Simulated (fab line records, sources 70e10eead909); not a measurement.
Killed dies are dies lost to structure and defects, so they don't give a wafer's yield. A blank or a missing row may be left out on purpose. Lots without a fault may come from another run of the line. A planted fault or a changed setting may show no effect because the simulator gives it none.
Which tool did it? | flow nand_harc | 14 lots, 42 wafers sampled, at 6 steps of a route of 1302

WHAT THE GAUGES READ, wafer by wafer
NHARC_A_DECK1_JOINT_THK_MEAS_17: measures by ellipsometry. Usual: thk_nm 45.0 nm, standard deviation 1.2.
lot  | measured     | on            | thk_nm (nm)    | flag
L701 | day 12 10:01 | film_metro-02 | 45.0 43.1 45.9 |
L702 | day 12 21:48 | film_metro-01 | 44.6 46.0 44.8 |
L703 | day 13 06:30 | film_metro-01 | 42.9 42.5 44.8 |
L704 | day 13 14:27 | film_metro-01 | 44.1 47.1 45.6 |
L705 | day 14 04:52 | film_metro-01 | 45.4 42.9 46.0 |
L707 | day 15 00:27 | film_metro-01 | 44.2 43.5 44.6 |
L711 | day 16 20:47 | film_metro-01 | 45.4 44.8 47.2 |
L714 | day 17 11:23 | film_metro-01 | 45.0 46.4 45.8 |
L719 | day 19 22:55 | film_metro-02 | 45.5 44.0 45.1 |
L720 | day 20 08:58 | film_metro-02 | 42.2 44.3 44.9 |
L721 | day 21 07:49 | film_metro-02 | 42.7 45.0 45.1 |
L722 | day 21 07:50 | film_metro-01 | 45.3 45.7 45.9 |
L723 | day 21 23:38 | film_metro-01 | 45.4 44.7 45.0 |
L724 | day 22 14:25 | film_metro-02 | 46.6 47.3 43.7 |

NHARC_A_ONON_D2_THK_MEAS_08: measures by ellipsometry. Usual: thk_nm 1002 nm, standard deviation 9.2.
lot  | measured     | on            | thk_nm (nm)    | flag
L701 | day 12 11:46 | film_metro-02 | 991 990 991    |
L702 | day 12 23:34 | film_metro-02 | 1005 1004 1004 |
L703 | day 13 08:14 | film_metro-02 | 1001 1002 1000 |
L704 | day 13 16:11 | film_metro-01 | 1005 1005 1006 |
L705 | day 14 06:41 | film_metro-02 | 1008 1008 1007 |
L707 | day 15 02:12 | film_metro-02 | 1009 1007 1010 |
L711 | day 16 22:31 | film_metro-01 | 997 995 998    |
L714 | day 17 13:08 | film_metro-01 | 1004 1002 1004 |
L719 | day 20 00:55 | film_metro-01 | 1006 1006 1006 |
L720 | day 20 10:43 | film_metro-01 | 996 998 998    |
L721 | day 21 09:34 | film_metro-02 | 1010 1010 1010 |
L722 | day 21 09:37 | film_metro-01 | 989 990 989    |
L723 | day 22 01:23 | film_metro-02 | 1006 1007 1008 |
L724 | day 22 16:08 | film_metro-01 | 1021 1021 1021 |

NHARC_A_ONON_D2_THK_MEAS_11: measures by ellipsometry. Usual: thk_nm 999 nm, standard deviation 9.6.
lot  | measured     | on            | thk_nm (nm)    | flag
L701 | day 12 12:20 | film_metro-01 | 1011 1012 1013 |
L702 | day 13 00:08 | film_metro-02 | 998 999 997    |
L703 | day 13 08:49 | film_metro-02 | 1010 1009 1011 |
L704 | day 13 16:46 | film_metro-01 | 988 987 988    |
L705 | day 14 07:15 | film_metro-02 | 1009 1009 1009 |
L707 | day 15 02:46 | film_metro-01 | 989 991 991    |
L711 | day 16 23:05 | film_metro-01 | 1011 1013 1014 |
L714 | day 17 13:41 | film_metro-01 | 991 991 993    |
L719 | day 20 01:38 | film_metro-02 | 1004 1004 1002 |
L720 | day 20 11:17 | film_metro-01 | 1013 1013 1014 |
L721 | day 21 10:10 | film_metro-02 | 999 1001 1000  |
L722 | day 21 10:12 | film_metro-01 | 1015 1016 1016 |
L723 | day 22 01:58 | film_metro-02 | 989 988 988    |
L724 | day 22 16:43 | film_metro-02 | 994 993 992    |

NHARC_A_ONON_D2_THK_MEAS_21: measures by ellipsometry. Usual: thk_nm 1000 nm, standard deviation 10.
lot  | measured     | on            | thk_nm (nm)    | flag
L701 | day 12 21:14 | film_metro-01 | 1015 1016 1016 |
L702 | day 13 09:54 | film_metro-01 | 1010 1011 1011 |
L703 | day 13 19:29 | film_metro-01 | 975 972 973    |
L704 | day 14 04:04 | film_metro-02 | 1007 1007 1005 |
L705 | day 14 20:06 | film_metro-02 | 988 989 989    |
L707 | day 15 11:09 | film_metro-01 | 993 996 994    |
L711 | day 17 07:32 | film_metro-02 | 579 581 582    | OFF
L714 | day 18 02:01 | film_metro-01 | 577 578 577    | OFF
L719 | day 20 10:08 | film_metro-01 | 1011 1012 1011 |
L720 | day 20 20:08 | film_metro-01 | 1000 1002 1002 |
L721 | day 22 02:55 | film_metro-01 | 996 994 992    |
L722 | day 22 02:56 | film_metro-02 | 1008 1006 1006 |
L723 | day 22 10:52 | film_metro-02 | 994 995 993    |
L724 | day 23 01:54 | film_metro-01 | 985 984 984    |

NHARC_END_SORT_01. Usual: killed_at_array 52, standard deviation 17; killed_at_other 0.9, standard deviation 1.2; killed_at_periphery 3.9, standard deviation 2.7; killed_dies 57, standard deviation 16; killed_open 3.3, standard deviation 1.9; killed_short 2.5, standard deviation 1.5.
lot  | measured     | on        | killed_at_array | killed_at_other | killed_at_periphery | killed_dies | killed_open | killed_short | flag
L711 | day 29 00:11 | prober-02 | 669 670 673     | 1 0 0           | 7 7 4               | 677 677 677 | 3 2 4       | 2 1 2        | OFF
L714 | day 29 07:08 | prober-01 | 668 666 675     | 5 6 1           | 4 5 1               | 677 677 677 | 3 2 2       | 4 3 2        | OFF

WHICH TOOL RAN EACH LOT (tool, then ch and the chambers of the sampled wafers, then the start)
lot  | NHARC_A_ONON_D2_DEP_19
L701 | pecvd_onon-02 ch 0, day 12 20:46
L702 | pecvd_onon-04 ch 0, day 13 09:27
L703 | pecvd_onon-01 ch 0, day 13 18:59
L704 | pecvd_onon-01 ch 0, day 14 03:36
L705 | pecvd_onon-02 ch 0, day 14 19:39
L707 | pecvd_onon-04 ch 0, day 15 10:46
L711 | pecvd_onon-01 ch 0, day 17 07:12
L714 | pecvd_onon-01 ch 0, day 18 01:38
L719 | pecvd_onon-04 ch 0, day 20 09:37
L720 | pecvd_onon-04 ch 0, day 20 19:41
L721 | pecvd_onon-01 ch 0, day 22 02:25
L722 | pecvd_onon-02 ch 0, day 22 02:25
L723 | pecvd_onon-01 ch 0, day 22 10:22
L724 | pecvd_onon-04 ch 0, day 23 01:26
- NHARC_A_ONON_D2_DEP_19: target thk 1000 nm.

WHAT THE TOOLS THEMSELVES READ (means of the sampled wafers that have a number; where no wafer has one, the mark that the record gives instead)
The record holds no such reading with a usual standard deviation.

THE ANSWER, worked out from the rows above alone
Rule: a lot is off if the mean of its wafers that have a number lies more than 3 standard deviations from the usual mean. A lot without any number at a reading at which 4 lots or more have one is off too. The other lots that the step has rows for count as sound. The gauges are gone through in route order, then the tools' own readings, and for those a lot's mean is taken as printed above. The first step at which some lot is off is used, and at that step the reading that is off furthest; a lot without a number counts as furthest.
Off: L711, L714, at NHARC_A_ONON_D2_THK_MEAS_21 (thk_nm).
A tool fits if, at a process step before that reading, it ran every lot that is off, and no sound lot after the first of them. The gauges at NHARC_A_ONON_D2_THK_MEAS_21 aren't tried: what is off there is off at NHARC_END_SORT_01 too, on other tools, and a gauge's error can't cause that. None of those tried fits.

WHAT THE SIMULATOR HAD PUT IN
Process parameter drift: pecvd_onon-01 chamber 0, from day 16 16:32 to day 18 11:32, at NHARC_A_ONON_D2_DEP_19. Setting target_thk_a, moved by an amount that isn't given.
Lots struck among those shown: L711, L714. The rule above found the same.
